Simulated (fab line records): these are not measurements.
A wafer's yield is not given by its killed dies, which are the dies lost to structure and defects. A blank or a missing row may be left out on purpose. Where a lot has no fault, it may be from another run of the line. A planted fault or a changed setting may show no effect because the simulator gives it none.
Chamber matching    flow nand_harc    NHARC_P_M2_STRIP_18 on rie_diel-06: 4 sister chambers
The step strips in N2/H2. 16 wafers are shown with their chamber, then 8 later ones without.

== EACH WAFER AND ITS CHAMBER ==
wafer   chamber  drypump_motor_current_A (A)  oes_product_au (a.u.)  rf_vpp_V (V)
L083.1  3        6.0                          0.990                  92.0
L083.2  0        5.0                          0.989                  91.4
L083.3  1        5.4                          0.977                  90.7
L083.4  2        5.4                          0.987                  92.6
L083.5  2        5.4                          0.994                  91.1
L083.6  1        5.3                          0.985                  90.9
L085.1  1        5.3                          0.993                  90.2
L085.2  2        5.4                          1.009                  92.0
L085.3  3        5.9                          0.993                  90.5
L085.4  3        6.0                          1.012                  89.9
L085.5  2        5.4                          1.015                  89.8
L085.6  1        5.3                          0.984                  90.2
L087.1  2        5.4                          0.998                  92.8
L087.2  3        6.0                          1.011                  92.6
L087.3  1        5.3                          0.994                  90.3
L087.4  3        6.0                          0.998                  90.7

SIGNATURES (means of the wafers above)
reading                  chamber 0  chamber 1  chamber 2  chamber 3  scatter within a chamber
drypump_motor_current_A  5.000      5.320      5.400      5.980      0.0365
oes_product_au           0.98900    0.98660    1.00060    1.00080    0.00968
rf_vpp_V                 91.400     90.460     91.660     91.140     0.979
Rule: for each reading, subtract the chamber's mean from the wafer's reading, divide by that reading's scatter and square the result; add these up over the readings and take the root, which gives the wafer's distance from the chamber. The wafer belongs to the nearest chamber; if the next one is less than 2 further off, it can't be placed. The scatter: take each reading less its chamber's mean, square it, sum over the shown wafers, divide by the number of wafers less the number of chambers, and take the root.

== WAFERS WITHOUT THEIR CHAMBER ==
wafer   drypump_motor_current_A (A)  oes_product_au (a.u.)  rf_vpp_V (V)
L087.5  5.3                          0.996                  91.3
L087.6  5.4                          1.007                  92.4
L089.1  5.3                          0.991                  91.8
L089.2  5.4                          1.003                  91.5
L089.3  5.0                          0.997                  91.2
L089.4  6.0                          1.003                  90.4
L089.5  5.0                          0.993                  91.4
L089.6  6.0                          1.006                  89.5

== CHAMBER TAKEN BY EACH ==
wafer   from the rows above      in truth
L087.5  can't be placed: 1 or 2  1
L087.6  2                        2
L089.1  can't be placed: 1 or 2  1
L089.2  2                        2
L089.3  0                        0
L089.4  3                        3
L089.5  0                        0
L089.6  3                        3
Placed correctly: 6 of 8. Cannot be placed on the basis of these rows: 2; the candidates contain the true chamber in 2. Placed wrongly: 0.
